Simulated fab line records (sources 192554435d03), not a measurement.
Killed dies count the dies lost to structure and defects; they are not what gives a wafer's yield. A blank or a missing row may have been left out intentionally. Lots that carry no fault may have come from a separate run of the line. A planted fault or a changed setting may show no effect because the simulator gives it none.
Chamber matching / flow n5-finfet / 4 sister chambers for N5_DUMMY_GATE_ETCH_23 on rie-si-02
The step etches poly-Si in HBr/Cl2/O2, target depth 41 nm, time 22.3 s. 14 wafers are shown with their chamber, then 6 later ones without.

WAFERS, EACH WITH ITS CHAMBER
wafer=L315.1; chamber=3; throttle-valve-pct (%)=37.2; drypump-motor-current-A (A)=5.8; he-backside-leak-sccm (sccm)=2.5
wafer=L315.3; chamber=0; throttle-valve-pct (%)=36.7; drypump-motor-current-A (A)=5.9; he-backside-leak-sccm (sccm)=2.8
wafer=L315.6; chamber=2; throttle-valve-pct (%)=37.6; drypump-motor-current-A (A)=5.2; he-backside-leak-sccm (sccm)=3.3
wafer=L318.3; chamber=0; throttle-valve-pct (%)=36.7; drypump-motor-current-A (A)=5.9; he-backside-leak-sccm (sccm)=2.7
wafer=L318.4; chamber=2; throttle-valve-pct (%)=37.5; drypump-motor-current-A (A)=5.2; he-backside-leak-sccm (sccm)=3.0
wafer=L318.6; chamber=0; throttle-valve-pct (%)=36.7; drypump-motor-current-A (A)=5.9; he-backside-leak-sccm (sccm)=2.6
wafer=L319.1; chamber=0; throttle-valve-pct (%)=36.7; drypump-motor-current-A (A)=5.9; he-backside-leak-sccm (sccm)=2.7
wafer=L319.3; chamber=1; throttle-valve-pct (%)=37.6; drypump-motor-current-A (A)=5.4; he-backside-leak-sccm (sccm)=2.4
wafer=L319.5; chamber=1; throttle-valve-pct (%)=37.6; drypump-motor-current-A (A)=5.3; he-backside-leak-sccm (sccm)=2.3
wafer=L322.4; chamber=3; throttle-valve-pct (%)=37.2; drypump-motor-current-A (A)=5.7; he-backside-leak-sccm (sccm)=2.6
wafer=L322.5; chamber=0; throttle-valve-pct (%)=36.7; drypump-motor-current-A (A)=5.9; he-backside-leak-sccm (sccm)=2.5
wafer=L322.6; chamber=3; throttle-valve-pct (%)=37.1; drypump-motor-current-A (A)=5.8; he-backside-leak-sccm (sccm)=2.6
wafer=L328.2; chamber=0; throttle-valve-pct (%)=36.7; drypump-motor-current-A (A)=5.9; he-backside-leak-sccm (sccm)=2.6
wafer=L328.3; chamber=3; throttle-valve-pct (%)=37.2; drypump-motor-current-A (A)=5.8; he-backside-leak-sccm (sccm)=2.5

SIGNATURES, as means of the wafers listed above
reading=throttle-valve-pct; chamber 0=36.700; chamber 1=37.600; chamber 2=37.550; chamber 3=37.175; scatter within a chamber=0.0354
reading=drypump-motor-current-A; chamber 0=5.900; chamber 1=5.350; chamber 2=5.200; chamber 3=5.775; scatter within a chamber=0.0354
reading=he-backside-leak-sccm; chamber 0=2.650; chamber 1=2.350; chamber 2=3.150; chamber 3=2.550; scatter within a chamber=0.107
Rule: a wafer lies at a distance from a chamber equal to the root of the sum of squares, over the readings, of (its reading less the chamber's mean, divided by the reading's scatter). If the next closest chamber is less than 2 further off than the closest, the wafer can't be placed; otherwise it belongs to the closest. The scatter: take each reading less its chamber's mean, square it, sum over the shown wafers, divide by the number of wafers less the number of chambers, and take the root.

WAFERS WITHOUT THEIR CHAMBER
wafer=L328.6; throttle-valve-pct (%)=37.2; drypump-motor-current-A (A)=5.8; he-backside-leak-sccm (sccm)=2.4
wafer=L332.2; throttle-valve-pct (%)=37.2; drypump-motor-current-A (A)=5.8; he-backside-leak-sccm (sccm)=2.4
wafer=L332.6; throttle-valve-pct (%)=37.6; drypump-motor-current-A (A)=5.4; he-backside-leak-sccm (sccm)=2.5
wafer=L338.1; throttle-valve-pct (%)=37.2; drypump-motor-current-A (A)=5.8; he-backside-leak-sccm (sccm)=2.4
wafer=L338.2; throttle-valve-pct (%)=37.6; drypump-motor-current-A (A)=5.4; he-backside-leak-sccm (sccm)=2.4
wafer=L338.5; throttle-valve-pct (%)=37.2; drypump-motor-current-A (A)=5.8; he-backside-leak-sccm (sccm)=2.5

THE CHAMBER EACH PASSED THROUGH
wafer=L328.6; from the rows above=3; in truth=3
wafer=L332.2; from the rows above=3; in truth=3
wafer=L332.6; from the rows above=1; in truth=1
wafer=L338.1; from the rows above=3; in truth=3
wafer=L338.2; from the rows above=1; in truth=1
wafer=L338.5; from the rows above=3; in truth=3
Correctly placed: 6 of 6. Left unplaced by these rows: 0. 0 placed wrongly.
